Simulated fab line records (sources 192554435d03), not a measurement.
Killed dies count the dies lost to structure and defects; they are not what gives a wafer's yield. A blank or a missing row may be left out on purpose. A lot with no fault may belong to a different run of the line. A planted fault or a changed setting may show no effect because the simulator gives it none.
Matching of chambers ; flow n5_finfet ; rie_diel-02 running N5_BEOL_M1_ETCH_63: 4 sister chambers
The step etches SiARC in CF4, target depth 15.6 nm, time 26 s. 4 wafers are shown with their chamber, then 11 later ones without.

WAFERS, EACH WITH ITS CHAMBER
wafer;chamber;drypump_motor_current_A (A)
L089.1;0;5.11
L089.3;3;5.37
L088.4;2;5.85
L091.1;1;5.65

WAFERS WHOSE CHAMBER IS MISSING
wafer;drypump_motor_current_A (A)
L091.4;5.82
L091.5;5.36
L092.2;5.67
L092.4;5.36
L092.6;5.64
L093.1;5.65
L093.4;5.83
L093.6;5.33
L094.1;5.34
L094.2;5.67
L094.6;5.85

EACH ONE'S CHAMBER
wafer;from the rows above;in truth
L091.4;2;2
L091.5;3;3
L092.2;1;1
L092.4;3;3
L092.6;1;1
L093.1;1;1
L093.4;2;2
L093.6;3;3
L094.1;3;3
L094.2;1;1
L094.6;2;2
Correctly placed: 11 of 11. From these rows, 0 cannot be placed. Number placed wrongly: 0.
How it was worked out, from the rows above alone: a wafer's distance from a chamber is the root of the sum, over the readings, of the square of ((its reading less the chamber's mean) divided by the reading's scatter). The wafer belongs to the nearest chamber; if the next one is less than 2 further off, it can't be placed. The mean given for a chamber averages the wafers shown for that chamber. The scatter: with one shown wafer a chamber, the root of the mean of the squares of how far each hidden wafer lies from its nearest shown one.
